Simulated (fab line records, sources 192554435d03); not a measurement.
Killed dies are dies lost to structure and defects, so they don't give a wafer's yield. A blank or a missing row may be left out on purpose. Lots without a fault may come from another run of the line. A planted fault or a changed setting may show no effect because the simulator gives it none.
A struck lot beside a sound one | flow n5_finfet | 20 steps out of a route of 1938
Sound: wafers L868.1, L868.5, L868.6. Struck: wafers L883.1, L883.4, L883.5. The cause comes at the end.
At each step with rows: each side's tool, then ch and its chambers, then its first start. Under that, the readings that differ: sound wafers | struck wafers | difference of the means | sigmas: that difference in standard deviations of wafers without a fault.
alike: readings whose means differ by less than 2 such deviations, and words and numbers that are the same on both sides. not compared: withheld readings, readings that some wafer has no value for, bounds like >300 that may hide the same value, and numbers for which the record gives no deviation and whose values overlap.
The two part at a step that has a row with sigmas, a row that says differs or no value, or rows on one side only. Numbers that don't overlap but have no deviation are shown without sigmas and don't part them. A reading that every wafer of one side lacks parts them only if that side has two wafers or more.

first, 1 step without rows for these wafers: N5_MIM_TOP_LITHO_HARDBAKE_09 (time 120 s).
N5_MIM_TOP_LITHO_CD_MEAS_08: target cd 2000 nm.
  sound on cd_sem-01 ch 0, day 11 21:26; struck on cd_sem-02 ch 0, day 16 10:45
  alike: cd_nm
N5_MIM_TOP_LITHO_OVL_MEAS_11:
  sound on overlay-02 ch 0, day 11 21:28; struck on overlay-01 ch 0, day 16 10:47
  alike: MIM_TOP_OVL
N5_MIM_TOP_LITHO_INSPECT_12: inspects for defects (macro).
  sound on defect_inspect-02, day 11 21:29; struck on defect_inspect-01, day 16 10:49
  alike: raw_defect_count
N5_MIM_TOP_LITHO_DESCUM_10: chemistry O2, time 7.9 s.
  sound on rie_diel-06 ch 0,1,2, day 11 21:31; struck on rie_diel-02 ch 0,2, day 16 11:27
  alike: drypump_motor_current_A, oes_product_au, rf_vpp_V, showerhead_plenum_p_Torr, throttle_valve_pct
  not compared: rf_hours_counter_h
N5_MIM_TOP_ETCH_ETCH_00: etches TiN in Cl2/BCl3, target depth 38.5 nm.
  sound on rie_metal-01 ch 0,1, day 11 21:36; struck on rie_metal-02 ch 0,1, day 16 11:32
  alike: drypump_motor_current_A, oes_product_au, throttle_valve_pct
  not compared: rf_hours_counter_h
N5_MIM_TOP_ETCH_STRIP_01: strips in O2.
  sound on rie_diel-04 ch 0,1, day 11 21:45; struck on rie_diel-03 ch 1,2, day 16 11:43
  alike: drypump_motor_current_A, oes_product_au, rf_vpp_V, showerhead_plenum_p_Torr, throttle_valve_pct
  not compared: rf_hours_counter_h
N5_MIM_TOP_ETCH_PECVD_03: deposits SiNx from SiH4/NH3/N2, target thk 20 nm, time 17.6 s.
  sound on pecvd-04 ch 0,1,2, day 11 21:49; struck on pecvd-02 ch 0,1, day 16 11:47
  alike: heater_power_w, showerhead_plenum_p_Torr, throttle_valve_pct
then, 4 steps without rows for these wafers: N5_MIM_BOT_LITHO_HMDS_01 (time 60 s); N5_MIM_BOT_LITHO_COAT_02; N5_MIM_BOT_LITHO_EBR_04; N5_MIM_BOT_LITHO_SOFTBAKE_03 (time 90 s).
N5_MIM_BOT_LITHO_EXPOSE_05: exposes mask MIM BOT.
  sound on krf_scanner-01 ch 0, day 11 21:59; struck on krf_scanner-01 ch 0, day 16 12:05
  reading                               | sound             | struck            | difference | sigmas
  reticle_temp_C (C)                    | 22.94 22.79 22.79 | 22.96 23.09 23.19 | +0.24      | +2
  model.MIM_BOT_LITHO.overlay_x_nm (nm) | 2.4 2.4 2.4       | 408.8 408.8 408.8 | +406.4     |
  alike: mask
then, 3 steps without rows for these wafers: N5_MIM_BOT_LITHO_PEB_06; N5_MIM_BOT_LITHO_DEVELOP_07 (develop time 60 s); N5_MIM_BOT_LITHO_HARDBAKE_09 (time 120 s).
N5_MIM_BOT_LITHO_CD_MEAS_08: target cd 3000 nm.
  sound on cd_sem-02 ch 0, day 11 22:10; struck on cd_sem-02 ch 0, day 16 12:16
  reading    | sound                | struck               | difference | sigmas
  cd_nm (nm) | 2998.2 2996.6 2994.9 | 3002.1 2999.1 3002.8 | +4.8       | +2
N5_MIM_BOT_LITHO_OVL_MEAS_11:
  sound on overlay-01 ch 0, day 11 22:12; struck on overlay-02 ch 0, day 16 12:18
  reading          | sound   | struck      | difference | sigmas
  MIM_BOT_OVL (nm) | 12 7 14 | 408 413 410 | +399       | +63
N5_MIM_BOT_LITHO_INSPECT_12: inspects for defects (macro).
  sound on defect_inspect-02, day 11 22:13; struck on defect_inspect-01, day 16 12:19
  alike: raw_defect_count
then, 1 step without rows for these wafers: N5_PASSIVATION_PROBE_49.

WHERE THEY PART
First at N5_MIM_BOT_LITHO_EXPOSE_05; last, within this record, at N5_MIM_BOT_LITHO_OVL_MEAS_11. Later steps at which nothing parts them and some readings are alike: N5_MIM_BOT_LITHO_INSPECT_12.

WHY: what the simulator had put in
Scanner matching overlay: krf_scanner-01, from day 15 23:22 on, at N5_MIM_BOT_LITHO_EXPOSE_05. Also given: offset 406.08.
